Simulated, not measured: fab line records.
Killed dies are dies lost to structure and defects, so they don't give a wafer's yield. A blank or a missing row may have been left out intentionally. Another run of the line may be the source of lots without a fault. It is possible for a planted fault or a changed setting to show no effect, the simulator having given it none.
fab line records	flow nandHarc
[record] lots = 13	wafers = 39	lastDay = 33
route steps=1302 shown A_STAIRCASE@841 END@1302
lots that met no fault: taken from a fault-free run of the same line
startH: start of the lot's first displayed wafer, in hours after the record's first day	waitH: hours since the lot's step before	" unchanged from the row above	L1.1+2: several wafers, shown together as one row	- value missing, or start not given	* or withheld: withheld	< > ~ a bound
route shown NAME@n: names a module that has steps shown in the file, with the first one's number in the route	usual: mean/standard deviation of fault-free wafers	same: alike in all rows	chamber/n: place in a boat	sites: readings site by site	_std_site: how widely they spread, as a standard deviation	_edge_site: mean of outer sites minus mean of inner sites	radiusMm: how far each site lies from the wafer's centre	mask NAME#n: copy n	behind: tool/chamber where the wafer was last shaped	hold: the reason the lot was held/the length of the hold in hours/how it ended	device: whichever transistor did not switch (one of n, p or np)	end of line: at the end of the route, the tests of the same wafers	a step without rows: its recipe alone	killed: not the wafer's yield, but the dies lost to structure and defects at the first sort	map: shows each die of a wafer: x if killed, . if not, _ if none is there
set.NAME: the run value of the setting; set.NAME@STEP: its run value at that earlier step	model.NAME: the simulator's own value behind a step, which no gauge read
route steps across a sampled set of lots; one table per step, one row per wafer
services: from which hour (startH, from the record's first day; less than 0 if before it) a tool's chamber was out of use, for how many hours, and why
[[steps]]
[step NHARC_A_STAIRCASE_ALD_415]
[recipe] targetThkA = 300	pulseTimeS = 6	aldCycles = 300	tempC = 300	material = SiO2
[usual] heaterPowerW = 485/66	precursorPulseHeightRel = 1.002/0.02
lot.wafer	tool	chamber	startH	waitH	heaterPowerW	precursorPulseHeightRel
L397.3	aldHk-04	2	379.47	0.3	470	0.989
L397.2	"	0	"	"	460	0.981
L397.6	"	1	"	"	439	1.000
L400.2	aldHk-02	1	423.69	0.1	423	1.020
L400.4	"	3	"	"	532	0.986
L400.5	"	2	"	"	396	1.020
L401.3	aldHk-01	2	428.89	1.2	480	1.033
L401.1	"	3	"	"	534	0.985
L401.6	"	2	"	"	476	0.963
L402.4	aldHk-04	0	431.51	0.5	477	1.023
L402.1	"	1	"	"	447	1.006
L402.5	"	3	"	"	428	1.037
L403.4	aldHk-01	2	464.35	0.1	476	0.986
L403.2	"	3	"	"	522	1.012
L403.1	"	0	"	"	622	1.006
L406.3	aldHk-02	3	488.00	1.1	538	0.972
L406.5	"	0	"	"	450	1.015
L406.6	"	1	"	"	417	0.989
L407.2	aldHk-02	3	499.15	0.5	536	1.025
L407.3	"	0	"	"	440	1.000
L407.6	"	1	"	"	431	1.010
L408.4	aldHk-04	1	501.66	1.0	434	1.010
L408.2	"	2	"	"	489	1.022
L408.5	"	0	"	"	468	0.949
L415.1	aldHk-02	3	571.25	0.1	533	1.029
L415.3	"	0	"	"	452	1.005
L415.5	"	0	"	"	446	0.991
L417.1	aldHk-01	1	580.55	0.1	516	1.022
L417.3	"	2	"	"	484	0.972
L417.2	"	3	"	"	526	0.997
L416.1	aldHk-01	1	582.90	0.3	510	0.970
L416.4	"	2	"	"	481	1.002
L416.2	"	3	"	"	526	0.977
L418.3	aldHk-04	1	598.72	0.1	443	0.978
L418.4	"	2	"	"	492	1.022
L418.1	"	0	"	"	469	1.041
L420.4	aldHk-01	0	617.90	0.3	653	1.013
L420.3	"	1	"	"	503	1.020
L420.1	"	2	"	"	491	0.965
[step NHARC_A_STAIRCASE_ETCHBACK_416]
[recipe] targetDepthA = 360	timeS = 7.2	c4f8FlowSccm = withheld	o2FlowSccm = 8	arFlowSccm = withheld	rfW = 600	biasW = 800	chemistry = C4F8/O2/Ar
[usual] oesProductAu = 0.932/0.022	rfVppV = 723/5.1
lot.wafer	tool	chamber	startH	waitH	oesProductAu	rfHoursCounterH	rfVppV
L397.3	rieDiel-08	2	-	-	0.995	0	723
L397.2	"	3	"	"	1.000	0	717
L397.6	"	2	"	"	1.001	-	724
L400.2	rieDiel-11	1	-	-	0.933	56	727
L400.4	"	3	"	"	0.926	60	718
L400.5	"	1	"	"	0.922	-	725
L401.3	rieDiel-11	1	-	-	0.936	57	726
L401.1	"	3	"	"	0.927	62	719
L401.6	"	1	"	"	0.928	-	726
L402.4	rieDiel-11	1	-	-	0.939	57	727
L402.1	"	3	"	"	0.921	62	717
L402.5	"	1	"	"	0.934	-	725
L403.2	rieDiel-12	2	-	-	1.003	3	719
L403.4	"	0	"	"	1.005	5	726
L403.1	"	1	"	"	1.008	3	730
L406.3	rieDiel-11	3	-	-	0.921	17	718
L406.5	"	0	"	"	0.921	-	720
L406.6	"	1	"	"	0.927	-	725
L407.2	rieDiel-11	0	-	-	0.927	17	721
L407.3	"	2	"	"	0.918	18	731
L407.6	"	0	"	"	0.929	-	722
L408.2	rieDiel-12	3	504.34	1.8	0.924	15	722
L408.4	"	0	"	"	0.934	-	726
L408.5	"	2	"	"	0.929	-	717
L415.1	rieDiel-08	3	-	-	0.922	4	715
L415.3	"	1	"	"	0.920	3	730
L415.5	"	3	"	"	0.923	-	717
L417.1	rieDiel-12	0	-	-	0.938	42	726
L417.3	"	1	"	"	0.919	38	729
L417.2	"	2	"	"	0.923	40	718
L416.1	rieDiel-11	0	-	-	0.922	47	722
L416.2	"	1	"	"	0.930	50	725
L416.4	"	3	"	"	0.921	52	715
L418.3	rieDiel-08	3	-	-	0.919	12	717
L418.1	"	1	"	"	0.923	13	732
L418.4	"	2	"	"	0.918	12	723
L420.1	rieDiel-08	3	-	-	0.918	17	717
L420.4	"	0	"	"	0.924	19	729
L420.3	"	1	"	"	0.916	18	730
[step NHARC_A_STAIRCASE_DEP_322]
[recipe] targetThkA = 72000	tempC = 400	targetThkNm = 7200	teosFlowSccm = 200	rfW = 500	material = SiO2
[usual] heaterPowerW = 621/88
lot.wafer	tool	chamber	startH	waitH	heaterPowerW
L397.2	pecvd-04	0	409.93	0.2	717
L397.3	"	1	"	"	488
L397.6	"	1	"	"	492
L400.2	pecvd-02	0	443.18	0.3	701
L400.4	"	1	"	"	555
L400.5	"	2	"	"	723
L401.3	pecvd-03	0	451.05	0.6	725
L401.1	"	1	"	"	538
L401.6	"	2	"	"	545
L402.1	pecvd-02	0	451.21	0.8	669
L402.4	"	2	"	"	726
L402.5	"	0	"	"	599
L403.2	pecvd-04	2	484.86	0.1	716
L403.1	"	1	"	"	600
L403.4	"	1	"	"	487
L406.3	pecvd-03	2	510.12	0.2	614
L406.6	"	2	"	"	579
L406.5	"	0	"	"	604
L408.2	pecvd-02	2	520.56	0.2	804
L408.4	"	2	"	"	720
L408.5	"	1	"	"	567
L407.3	pecvd-04	0	520.87	0.5	647
L407.2	"	1	"	"	595
L407.6	"	0	"	"	557
L415.3	pecvd-03	1	593.83	0.1	603
L415.1	"	0	"	"	616
L415.5	"	2	"	"	585
L417.2	pecvd-03	0	605.15	0.1	704
L417.3	"	1	"	"	580
L417.1	"	2	"	"	706
L416.2	pecvd-02	0	605.16	0.1	600
L416.1	"	1	"	"	754
L416.4	"	2	"	"	755
L418.1	pecvd-04	0	620.68	0.1	624
L418.3	"	1	"	"	602
L418.4	"	2	"	"	621
L420.3	pecvd-02	0	638.28	0.1	585
L420.1	"	1	"	"	655
L420.4	"	2	"	"	758
[step NHARC_A_STAIRCASE_CMP_152]
[usual] edgeZonePressureFrac = 1.000/0.0052	motorCurrentA = 12.3/1.3
lot.wafer	tool	chamber	startH	waitH	edgeZonePressureFrac	motorCurrentA
L397.3	cmp-03	2	437.40	0.1	0.988	11.3
L397.2	"	1	"	"	1.002	12.7
L397.6	"	2	"	"	0.994	10.4
L400.4	cmp-03	1	465.55	0.1	0.999	13.5
L400.2	"	0	"	"	1.002	13.0
L400.5	"	2	"	"	0.994	11.1
L402.1	cmp-03	2	474.20	0.1	1.009	10.9
L402.4	"	3	"	"	1.008	11.5
L402.5	"	3	"	"	1.003	11.8
L401.1	cmp-04	1	474.38	0.1	0.995	13.0
L401.3	"	3	"	"	1.003	11.8
L401.6	"	2	"	"	0.998	12.3
L403.1	cmp-04	2	508.95	0.1	1.011	12.6
L403.2	"	3	"	"	0.992	12.0
L403.4	"	1	"	"	0.996	12.6
L406.3	cmp-01	2	533.56	0.1	-	-
L406.5	"	1	"	"	-	-
L406.6	"	2	"	"	-	-
L408.4	cmp-03	2	541.77	0.1	-	-
L408.2	"	3	"	"	-	-
L408.5	"	2	"	"	-	-
L407.3	cmp-04	3	542.92	0.1	0.998	12.3
L407.2	"	0	"	"	1.002	12.0
L407.6	"	0	"	"	0.997	13.3
L415.3	cmp-01	1	614.24	0.1	0.996	10.0
L415.1	"	3	"	"	1.004	12.6
L415.5	"	2	"	"	1.006	15.5
L417.3	cmp-03	3	626.27	0.1	0.999	11.5
L417.2	"	0	"	"	1.003	13.8
L417.1	"	2	"	"	1.001	10.5
L416.4	cmp-01	0	626.57	0.1	1.002	12.4
L416.2	"	2	"	"	0.997	15.1
L416.1	"	3	"	"	1.001	12.0
L418.4	cmp-01	2	644.23	0.1	0.996	15.2
L418.3	"	3	"	"	0.999	12.6
L418.1	"	0	"	"	1.005	12.0
L420.3	cmp-03	1	661.97	0.1	1.001	13.3
L420.4	"	2	"	"	0.999	10.0
L420.1	"	3	"	"	0.995	11.2
[step NHARC_END_SORT_01]
[recipe] tempC = 25
[usual] killedAtArray = 55/17	killedAtOther = 1.1/1.4	killedAtPeriphery = 3.9/3	killedDies = 59/17	killedOpen = 3.5/2	killedShort = 2.6/1.6
[same] grossDies = 677
lot.wafer	tool	chamber	startH	waitH	hold	killedAtArray	killedAtOther	killedAtPeriphery	killedDies	killedOpen	killedShort
L397.2	prober-01	0	573.68	2.8	-	70	0	4	74	4	4
L397.3	prober-01	0	574.47	3.1	-	62	1	4	67	2	3
L397.6	prober-01	0	576.84	4.0	-	62	0	6	68	5	2
L400.2	prober-01	0	591.97	2.8	-	51	0	3	54	5	3
L400.4	prober-01	0	593.56	3.4	-	38	0	2	40	2	3
L400.5	prober-01	0	594.36	3.7	-	28	0	5	33	2	0
L401.1	prober-01	0	611.13	2.5	-	32	5	14	51	1	4
L401.3	prober-01	0	612.74	3.1	-	60	5	14	79	4	6
L401.6	prober-01	0	615.16	4.0	-	47	1	15	63	5	2
L402.1	prober-02	0	611.18	2.5	-	45	1	8	54	3	0
L402.4	prober-02	0	613.61	3.4	-	51	2	6	59	4	2
L402.5	prober-02	0	614.42	3.7	-	54	2	5	61	4	1
L403.1	prober-02	0	635.13	2.5	-	45	1	2	48	4	1
L403.2	prober-02	0	635.94	2.8	-	50	0	2	52	6	2
L403.4	prober-02	0	637.56	3.4	-	40	3	1	44	4	2
L406.3	prober-02	0	658.07	3.1	awaitDispo/2.1h/scrap	674	0	3	677	3	4
L406.5	prober-02	0	659.67	3.7	awaitDispo/2.1h/scrap	671	3	3	677	1	4
L406.6	prober-02	0	660.47	4.0	awaitDispo/2.1h/scrap	674	1	2	677	0	6
L407.2	prober-01	0	668.54	2.8	-	8	1	3	12	4	0
L407.3	prober-01	0	669.35	3.1	-	17	1	1	19	1	2
L407.6	prober-01	0	671.76	4.0	-	18	2	2	22	3	1
L408.2	prober-02	0	668.58	2.8	awaitDispo/3.5h/scrap	673	0	4	677	1	1
L408.4	prober-02	0	670.17	3.4	awaitDispo/3.5h/scrap	673	1	3	677	4	4
L408.5	prober-02	0	670.96	3.7	awaitDispo/3.5h/scrap	673	0	4	677	1	3
L415.1	prober-02	0	737.09	2.5	-	67	0	6	73	5	0
L415.3	prober-02	0	738.72	3.1	-	76	0	5	81	2	3
L415.5	prober-02	0	740.35	3.8	-	73	0	7	80	3	1
L417.1	prober-01	0	752.64	2.5	-	45	1	3	49	7	3
L417.2	prober-01	0	753.44	2.8	-	32	0	1	33	1	4
L417.3	prober-01	0	754.24	3.1	-	27	0	6	33	5	1
L416.1	prober-01	0	764.37	2.5	-	61	0	7	68	2	2
L416.2	prober-01	0	765.19	2.8	-	76	0	1	77	2	0
L416.4	prober-01	0	766.83	3.5	-	82	0	5	87	4	2
L418.1	prober-02	0	779.76	2.6	-	53	0	3	56	2	2
L418.3	prober-02	0	781.37	3.1	-	52	1	11	64	1	3
L418.4	prober-02	0	782.17	3.4	-	55	3	11	69	4	5
L420.1	prober-02	0	788.18	2.5	-	61	0	5	66	5	1
L420.3	prober-02	0	789.79	3.1	-	53	2	3	58	4	1
L420.4	prober-02	0	790.59	3.4	-	54	2	3	59	3	3
// killed by level:class
L397.2 A_SLIT:chamberFilmFlake=26 A_CHANNEL_HOLE_D2:chamberFilmFlake=22 A_STAIRCASE:chamberFilmFlake=6 A_CONTACT:unspecified=6 A_CHANNEL_FILL_D1:geometricParticle:short=2 A_CHANNEL_FILL_D1:geometricParticle:open=2 P_M2:chamberFilmFlake=2 A_ONON_D1:geometricParticle:open=1
L397.3 A_SLIT:chamberFilmFlake=23 A_CHANNEL_HOLE_D2:chamberFilmFlake=22 A_STAIRCASE:chamberFilmFlake=5 A_CONTACT:chamberFilmFlake=3 A_BONDPAD:chamberFilmFlake=2 P_GATE:geometricParticle:open=1 A_ONON_D1:geometricParticle:short=1 A_ONON_D2:geometricParticle:short=1
L397.6 A_CHANNEL_HOLE_D2:chamberFilmFlake=25 A_SLIT:chamberFilmFlake=21 A_CONTACT:chamberFilmFlake=3 A_BONDPAD:chamberFilmFlake=3 P_ZERO_WELL:chamberFilmFlake=2 P_M2:chamberFilmFlake=2 A_STAIRCASE:chamberFilmFlake=2 A_CONTACT:unspecified=2
L400.2 A_CHANNEL_HOLE_D1:chamberFilmFlake=27 A_CHANNEL_HOLE_D2:chamberFilmFlake=5 A_BONDPAD:chamberFilmFlake=5 A_STAIRCASE:chamberFilmFlake=4 A_ONON_D1:geometricParticle:short=2 A_M0:geometricParticle:open=2 A_CONTACT:chamberFilmFlake=2 P_M0:geometricParticle:open=1
L400.4 A_CHANNEL_HOLE_D1:chamberFilmFlake=18 A_STAIRCASE:chamberFilmFlake=6 A_CHANNEL_HOLE_D2:chamberFilmFlake=5 A_CHANNEL_FILL_D1:geometricParticle:open=2 A_BONDPAD:chamberFilmFlake=2 A_ONON_D1:geometricParticle:short=1 A_CHANNEL_FILL_D1:geometricParticle:short=1 A_SLIT:geometricParticle:short=1
L400.5 A_CHANNEL_HOLE_D1:chamberFilmFlake=15 P_GATE:chamberFilmFlake=4 A_STAIRCASE:chamberFilmFlake=4 A_CHANNEL_HOLE_D2:chamberFilmFlake=3 A_CONTACT:chamberFilmFlake=2 A_CHANNEL_FILL_D1:geometricParticle:open=1 A_M0:geometricParticle:open=1 P_STI:chamberFilmFlake=1
L401.1 A_CHANNEL_HOLE_D2:chamberFilmFlake=15 P_GATE:chamberFilmFlake=10 A_CHANNEL_HOLE_D1:chamberFilmFlake=6 A_CONTACT:chamberFilmFlake=4 THIN_TSV:chamberFilmFlake=3 A_STAIRCASE:chamberFilmFlake=2 A_SLIT:chamberFilmFlake=2 HYBRID_BOND:chamberFilmFlake=2
L402.1 A_SLIT:chamberFilmFlake=23 A_CHANNEL_HOLE_D2:chamberFilmFlake=11 P_GATE:chamberFilmFlake=5 A_CHANNEL_HOLE_D1:chamberFilmFlake=5 P_CONTACT:geometricParticle:open=2 A_DECK1_JOINT:chamberFilmFlake=2 A_CONTACT:chamberFilmFlake=2 A_M0:geometricParticle:open=1
L401.3 A_CHANNEL_HOLE_D2:chamberFilmFlake=24 A_CHANNEL_HOLE_D1:chamberFilmFlake=10 P_GATE:chamberFilmFlake=9 A_CONTACT:chamberFilmFlake=9 A_CHANNEL_FILL_D1:chamberFilmFlake=6 THIN_TSV:chamberFilmFlake=5 A_WL_FILL:geometricParticle:short=3 P_M0:geometricParticle:open=2
L402.4 A_SLIT:chamberFilmFlake=35 A_CHANNEL_HOLE_D2:chamberFilmFlake=8 P_GATE:chamberFilmFlake=2 A_CHANNEL_HOLE_D1:chamberFilmFlake=2 THIN_TSV:chamberFilmFlake=2 P_CONTACT:geometricParticle:short=1 P_CONTACT:geometricParticle:open=1 A_ONON_D1:geometricParticle:open=1
L402.5 A_SLIT:chamberFilmFlake=31 A_CHANNEL_HOLE_D2:chamberFilmFlake=14 P_GATE:chamberFilmFlake=3 A_CONTACT:chamberFilmFlake=3 A_CHANNEL_HOLE_D1:chamberFilmFlake=2 P_CONTACT:geometricParticle:open=1 P_M0:geometricParticle:open=1 A_CHANNEL_HOLE_D1:geometricParticle:short=1
L401.6 A_CHANNEL_HOLE_D2:chamberFilmFlake=23 A_CHANNEL_HOLE_D1:chamberFilmFlake=11 P_GATE:chamberFilmFlake=10 A_SLIT:chamberFilmFlake=5 A_ONON_D2:geometricParticle:short=2 A_DECK1_JOINT:chamberFilmFlake=2 P_GATE:geometricParticle:open=1 P_CONTACT:geometricParticle:open=1
L403.1 A_CHANNEL_HOLE_D2:chamberFilmFlake=22 A_CHANNEL_HOLE_D1:chamberFilmFlake=6 A_STAIRCASE:chamberFilmFlake=6 A_ZERO_WELL:chamberFilmFlake=3 P_GATE:chamberFilmFlake=2 A_CHANNEL_FILL_D2:chamberFilmFlake=2 A_ONON_D1:geometricParticle:open=1 A_DECK1_JOINT:geometricParticle:short=1
L403.2 A_CHANNEL_HOLE_D2:chamberFilmFlake=20 A_ZERO_WELL:chamberFilmFlake=9 A_CHANNEL_HOLE_D1:chamberFilmFlake=6 A_STAIRCASE:chamberFilmFlake=5 A_SLIT:chamberFilmFlake=2 P_CONTACT:geometricParticle:open=1 P_M1:geometricParticle:open=1 A_ONON_D1:geometricParticle:short=1
L403.4 A_CHANNEL_HOLE_D2:chamberFilmFlake=21 A_STAIRCASE:chamberFilmFlake=5 A_CHANNEL_FILL_D2:chamberFilmFlake=3 THIN_TSV:chamberFilmFlake=3 A_CHANNEL_HOLE_D1:chamberFilmFlake=2 A_WL_FILL:chamberFilmFlake=2 P_M1:geometricParticle:open=1 A_ONON_D1:geometricParticle:open=1
L406.3 A_STAIRCASE:areaCmp=614 A_SLIT:chamberFilmFlake=31 A_CHANNEL_HOLE_D2:chamberFilmFlake=10 A_CHANNEL_HOLE_D1:chamberFilmFlake=5 A_WL_FILL:chamberFilmFlake=3 A_CONTACT:chamberFilmFlake=3 A_M0:geometricParticle:short=2 P_BONDPAD:chamberFilmFlake=2
L406.5 A_STAIRCASE:areaCmp=621 A_SLIT:chamberFilmFlake=25 A_CHANNEL_HOLE_D2:chamberFilmFlake=11 A_CHANNEL_HOLE_D1:chamberFilmFlake=5 THIN_TSV:chamberFilmFlake=3 A_ZERO_WELL:chamberFilmFlake=2 A_DECK1_JOINT:chamberFilmFlake=2 P_GATE:geometricParticle:short=1
L406.6 A_STAIRCASE:areaCmp=625 A_SLIT:chamberFilmFlake=25 A_CHANNEL_HOLE_D2:chamberFilmFlake=10 A_CHANNEL_HOLE_D1:chamberFilmFlake=5 A_ONON_D2:geometricParticle:short=2 A_CONTACT:chamberFilmFlake=2 P_M1:geometricParticle:short=1 A_SLIT:geometricParticle:short=1
L407.2 A_CHANNEL_HOLE_D1:chamberFilmFlake=4 P_CONTACT:geometricParticle:open=2 P_M0:geometricParticle:open=1 A_ONON_D1:geometricParticle:open=1 A_STAIRCASE:chamberFilmFlake=1 A_SLIT:chamberFilmFlake=1 A_M1:chamberFilmFlake=1 THIN_TSV:chamberFilmFlake=1
L408.2 A_STAIRCASE:areaCmp=624 A_SLIT:chamberFilmFlake=23 A_CHANNEL_HOLE_D2:chamberFilmFlake=12 A_STAIRCASE:chamberFilmFlake=4 P_M1:chamberFilmFlake=3 A_CONTACT:chamberFilmFlake=3 A_CHANNEL_HOLE_D1:chamberFilmFlake=2 A_CHANNEL_FILL_D2:geometricParticle:open=1
L407.3 A_CHANNEL_HOLE_D1:chamberFilmFlake=8 A_CONTACT:chamberFilmFlake=2 A_CHANNEL_HOLE_D2:geometricParticle:short=1 A_CHANNEL_FILL_D2:geometricParticle:short=1 A_CHANNEL_FILL_D2:geometricParticle:open=1 P_BONDPAD:chamberFilmFlake=1 A_DECK1_JOINT:chamberFilmFlake=1 A_STAIRCASE:chamberFilmFlake=1
L408.4 A_STAIRCASE:areaCmp=617 A_SLIT:chamberFilmFlake=31 A_CHANNEL_HOLE_D2:chamberFilmFlake=14 A_DECK1_JOINT:geometricParticle:short=2 A_CHANNEL_FILL_D2:geometricParticle:open=2 P_M1:chamberFilmFlake=2 A_WL_FILL:chamberFilmFlake=2 P_M0:geometricParticle:short=1
L408.5 A_STAIRCASE:areaCmp=613 A_SLIT:chamberFilmFlake=33 A_CHANNEL_HOLE_D2:chamberFilmFlake=13 A_CHANNEL_HOLE_D1:chamberFilmFlake=5 P_M1:chamberFilmFlake=2 A_WL_FILL:chamberFilmFlake=2 P_CONTACT:geometricParticle:short=1 A_SOURCE_PLATE:geometricParticle:short=1
L407.6 A_CHANNEL_HOLE_D1:chamberFilmFlake=9 A_WL_FILL:chamberFilmFlake=2 THIN_TSV:chamberFilmFlake=2 P_GATE:geometricParticle:open=1 A_SOURCE_PLATE:geometricParticle:open=1 A_ONON_D2:geometricParticle:open=1 A_CHANNEL_FILL_D2:geometricParticle:short=1 P_BONDPAD:chamberFilmFlake=1
L415.1 A_SLIT:chamberFilmFlake=37 A_CHANNEL_HOLE_D1:chamberFilmFlake=18 A_STAIRCASE:chamberFilmFlake=3 P_ZERO_WELL:chamberFilmFlake=2 P_M2:chamberFilmFlake=2 A_M0:chamberFilmFlake=2 P_CONTACT:geometricParticle:open=1 A_CHANNEL_HOLE_D1:geometricParticle:open=1
L415.3 A_SLIT:chamberFilmFlake=39 A_CHANNEL_HOLE_D1:chamberFilmFlake=25 A_STAIRCASE:chamberFilmFlake=4 A_WL_FILL:chamberFilmFlake=3 A_CHANNEL_HOLE_D1:geometricParticle:short=2 P_BONDPAD:chamberFilmFlake=2 P_M1:geometricParticle:open=1 A_ONON_D1:geometricParticle:short=1
L415.5 A_SLIT:chamberFilmFlake=37 A_CHANNEL_HOLE_D1:chamberFilmFlake=26 P_M2:chamberFilmFlake=3 A_M0:chamberFilmFlake=3 P_CONTACT:chamberFilmFlake=2 A_STAIRCASE:chamberFilmFlake=2 A_WL_FILL:chamberFilmFlake=2 P_M0:geometricParticle:open=1
L417.1 A_CHANNEL_HOLE_D1:chamberFilmFlake=23 A_STAIRCASE:chamberFilmFlake=5 A_CONTACT:chamberFilmFlake=5 A_CHANNEL_HOLE_D2:chamberFilmFlake=3 P_M1:geometricParticle:open=2 A_WL_FILL:geometricParticle:short=2 A_SLIT:chamberFilmFlake=2 P_CONTACT:geometricParticle:open=1
L417.2 A_CHANNEL_HOLE_D1:chamberFilmFlake=17 A_STAIRCASE:chamberFilmFlake=5 A_CONTACT:chamberFilmFlake=2 A_SOURCE_PLATE:geometricParticle:short=1 A_DECK1_JOINT:geometricParticle:short=1 A_WL_FILL:geometricParticle:short=1 A_M0:geometricParticle:short=1 A_M0:geometricParticle:open=1
L417.3 A_CHANNEL_HOLE_D1:chamberFilmFlake=18 P_M1:geometricParticle:open=2 A_STAIRCASE:chamberFilmFlake=2 A_CONTACT:chamberFilmFlake=2 P_GATE:geometricParticle:open=1 A_ONON_D1:geometricParticle:short=1 A_WL_FILL:geometricParticle:open=1 A_BLC:geometricParticle:open=1
L416.1 A_SLIT:chamberFilmFlake=21 A_CHANNEL_HOLE_D2:chamberFilmFlake=20 A_CHANNEL_HOLE_D1:chamberFilmFlake=6 A_CONTACT:chamberFilmFlake=6 P_ZERO_WELL:chamberFilmFlake=2 P_M0:chamberFilmFlake=2 A_STAIRCASE:chamberFilmFlake=2 A_CHANNEL_HOLE_D1:geometricParticle:short=1
L416.2 A_SLIT:chamberFilmFlake=31 A_CHANNEL_HOLE_D2:chamberFilmFlake=25 A_CHANNEL_HOLE_D1:chamberFilmFlake=9 A_CONTACT:chamberFilmFlake=6 A_STAIRCASE:chamberFilmFlake=2 A_WL_FILL:chamberFilmFlake=2 P_M1:geometricParticle:open=1 A_CHANNEL_FILL_D2:geometricParticle:open=1
L416.4 A_SLIT:chamberFilmFlake=36 A_CHANNEL_HOLE_D2:chamberFilmFlake=25 A_CHANNEL_HOLE_D1:chamberFilmFlake=8 A_CONTACT:chamberFilmFlake=5 P_CONTACT:geometricParticle:open=2 A_M0:geometricParticle:open=2 A_WL_FILL:chamberFilmFlake=2 A_SOURCE_PLATE:geometricParticle:short=1
L418.1 A_CHANNEL_HOLE_D2:chamberFilmFlake=22 A_CHANNEL_HOLE_D1:chamberFilmFlake=12 A_CONTACT:chamberFilmFlake=8 A_SLIT:chamberFilmFlake=7 A_STAIRCASE:chamberFilmFlake=2 P_M0:geometricParticle:short=1 P_M2:geometricParticle:short=1 A_ONON_D1:geometricParticle:open=1
L418.3 A_CHANNEL_HOLE_D2:chamberFilmFlake=18 A_CHANNEL_HOLE_D1:chamberFilmFlake=17 A_CONTACT:chamberFilmFlake=8 P_GATE:chamberFilmFlake=6 A_SLIT:chamberFilmFlake=5 P_STI:chamberFilmFlake=2 P_M2:geometricParticle:open=1 P_M2:geometricParticle:short=1
L418.4 A_CHANNEL_HOLE_D2:chamberFilmFlake=24 A_CONTACT:chamberFilmFlake=11 A_CHANNEL_HOLE_D1:chamberFilmFlake=10 P_GATE:chamberFilmFlake=5 THIN_TSV:chamberFilmFlake=3 A_STAIRCASE:chamberFilmFlake=3 P_M0:geometricParticle:short=2 P_STI:chamberFilmFlake=2
L420.1 A_SLIT:chamberFilmFlake=33 A_CONTACT:chamberFilmFlake=12 A_CHANNEL_HOLE_D1:chamberFilmFlake=4 A_CHANNEL_FILL_D2:chamberFilmFlake=4 A_ONON_D1:geometricParticle:open=2 A_BLC:geometricParticle:open=2 P_GATE:chamberFilmFlake=2 P_M2:chamberFilmFlake=2
L420.3 A_SLIT:chamberFilmFlake=30 A_CONTACT:chamberFilmFlake=11 A_CHANNEL_FILL_D2:chamberFilmFlake=4 A_ONON_D1:geometricParticle:open=2 P_GATE:chamberFilmFlake=2 A_CHANNEL_HOLE_D1:geometricParticle:open=1 A_CHANNEL_FILL_D1:geometricParticle:open=1 P_M2:chamberFilmFlake=1
L420.4 A_SLIT:chamberFilmFlake=33 A_CONTACT:chamberFilmFlake=8 A_CHANNEL_HOLE_D1:chamberFilmFlake=5 A_CHANNEL_FILL_D2:geometricParticle:open=2 A_WL_FILL:chamberFilmFlake=2 THIN_TSV:chamberFilmFlake=2 P_M1:geometricParticle:open=1 A_ONON_D1:geometricParticle:short=1
[[services]]
tool	chamber	startH	hours	kind
aldHk-02	-	356.61	10.0	pm
cmp-03	-	358.00	4.0	pm
cmp-03	-	365.66	2.3	repair
pecvd-03	-	366.12	13.0	pm
rieDiel-08	-	370.64	9.0	pm
cmp-03	-	372.63	1.5	repair
cmp-01	-	373.45	9.2	repair
pecvd-02	-	408.18	13.0	pm
rieDiel-11	-	434.40	9.0	pm
cmp-03	-	456.00	4.0	pm
rieDiel-11	-	463.21	0.6	repair
aldHk-01	-	474.00	10.0	pm
rieDiel-11	2	480.29	8.2	repair
cmp-03	-	497.98	2.1	repair
pecvd-02	-	510.23	2.5	repair
cmp-03	-	514.97	10.9	repair
cmp-03	-	554.00	4.0	pm
pecvd-02	-	589.18	13.0	pm
rieDiel-11	-	602.99	0.5	repair
rieDiel-11	-	611.40	9.0	pm
cmp-03	-	618.06	2.4	repair
aldHk-01	-	637.15	0.5	repair
aldHk-01	-	652.00	10.0	pm
cmp-03	-	652.00	4.0	pm
[[key]]
[firstSign] step = NHARC_A_STAIRCASE_CMP_152	reading = toolRecord	direction = missing
[effect] step = NHARC_END_SORT_01	reading = killedAtArray	direction = up	sigmas = 37	usual = 55	struck = 673
[moreKillsBornAt] NHARC_A_STAIRCASE_CMP_152@cmp-01 = 1860	NHARC_A_STAIRCASE_CMP_152@cmp-03 = 1854
metAt NHARC_A_STAIRCASE_CMP_152
struckLots L406,L408
laterRowsLeftOut L406.3,L406.5,L406.6,L408.2,L408.4,L408.5
testerLeftOut L406,L408
notActingAt NHARC_A_STAIRCASE_ALD_415,NHARC_A_STAIRCASE_ETCHBACK_416,NHARC_A_STAIRCASE_DEP_322
onsetBetween 474.20 533.56
[fault] kind = skippedStepWhole	tool = cmp-01,cmp-03	chamber = -	onsetH = 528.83	steps = NHARC_A_STAIRCASE_CMP_152	scope = struckLotsOnly
// testerLeftOut: of these lots the tester's yield and bins aren't shown, on N5 and GAA mostly nor the transistor test; their killed dies are dies lost to structure and defects alone, not to doping, threshold or leakage, so they don't give the yield
// laterRowsLeftOut: the simulator's readings of these wafers behind a module that went badly wrong aren't trusted and aren't shown, but for the sort
